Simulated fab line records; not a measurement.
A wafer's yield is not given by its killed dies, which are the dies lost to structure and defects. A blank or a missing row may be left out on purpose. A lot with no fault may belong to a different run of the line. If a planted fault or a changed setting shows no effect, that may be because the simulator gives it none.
Matching of chambers -- flow n5-finfet -- rie-diel-05 running N5_BEOL_M5_DESCUM_16: 4 sister chambers
The step chemistry O2, time 7 s. 27 wafers are shown with their chamber, then 12 later ones without.

WAFERS, EACH WITH ITS CHAMBER
wafer,chamber,throttle-valve-pct (%),showerhead-plenum-p-Torr (Torr),drypump-motor-current-A (A)
L074.2,0,20.1,2.05,5.5
L074.5,2,20.0,1.92,6.0
L074.6,1,21.3,2.03,5.5
L076.1,3,20.6,2.16,5.9
L076.4,0,20.1,2.05,5.5
L076.6,0,20.1,2.05,5.5
L081.1,1,21.3,2.02,5.5
L081.4,0,20.1,2.04,5.5
L081.5,0,20.1,2.04,5.5
L084.1,0,20.1,2.04,5.5
L084.2,3,20.6,2.15,5.9
L084.5,1,21.3,2.02,5.5
L085.3,1,21.3,2.02,5.5
L085.4,3,20.6,2.15,5.9
L085.5,1,21.3,2.02,5.5
L086.3,2,20.1,1.92,6.0
L086.4,0,20.1,2.04,5.5
L086.6,0,20.1,2.04,5.5
L088.1,2,20.1,1.92,6.0
L088.4,2,20.1,1.91,6.0
L088.5,3,20.6,2.15,6.0
L089.2,1,21.3,2.02,5.5
L089.4,1,21.3,2.02,5.5
L089.6,3,20.6,2.15,6.0
L090.2,2,20.1,1.91,6.0
L090.3,1,21.3,2.02,5.5
L090.6,3,20.6,2.15,6.0

SIGNATURES (averages over the wafers above)
reading,chamber 0,chamber 1,chamber 2,chamber 3,scatter within a chamber
throttle-valve-pct,20.100,21.300,20.080,20.600,0.0187
showerhead-plenum-p-Torr,2.0438,2.0213,1.9160,2.1517,0.00456
drypump-motor-current-A,5.500,5.500,6.000,5.950,0.0255
Rule: a wafer's distance from a chamber is the root of the sum, over the readings, of the square of ((its reading less the chamber's mean) divided by the reading's scatter). If the next closest chamber is less than 2 further off than the closest, the wafer can't be placed; otherwise it belongs to the closest. The scatter: the root of (the sum of the squares of (reading less its chamber's mean) over the shown wafers, divided by (wafers less chambers)).

WAFERS WITHOUT THEIR CHAMBER
wafer,throttle-valve-pct (%),showerhead-plenum-p-Torr (Torr),drypump-motor-current-A (A)
L092.2,20.1,1.91,6.0
L092.4,20.6,2.14,5.9
L092.5,21.3,2.02,5.4
L091.1,21.3,2.02,5.4
L091.3,20.6,2.14,5.9
L091.6,20.6,2.14,5.9
L093.2,20.1,2.04,5.5
L093.3,21.3,2.02,5.5
L093.5,20.1,2.04,5.5
L097.1,20.1,1.91,6.0
L097.2,20.1,2.03,5.5
L097.3,21.3,2.01,5.4

THE CHAMBER EACH PASSED THROUGH
wafer,from the rows above,in truth
L092.2,2,2
L092.4,3,3
L092.5,1,1
L091.1,1,1
L091.3,3,3
L091.6,3,3
L093.2,0,0
L093.3,1,1
L093.5,0,0
L097.1,2,2
L097.2,0,0
L097.3,1,1
Correct placement for 12 of the 12. Left unplaced by these rows: 0. 0 placed wrongly.
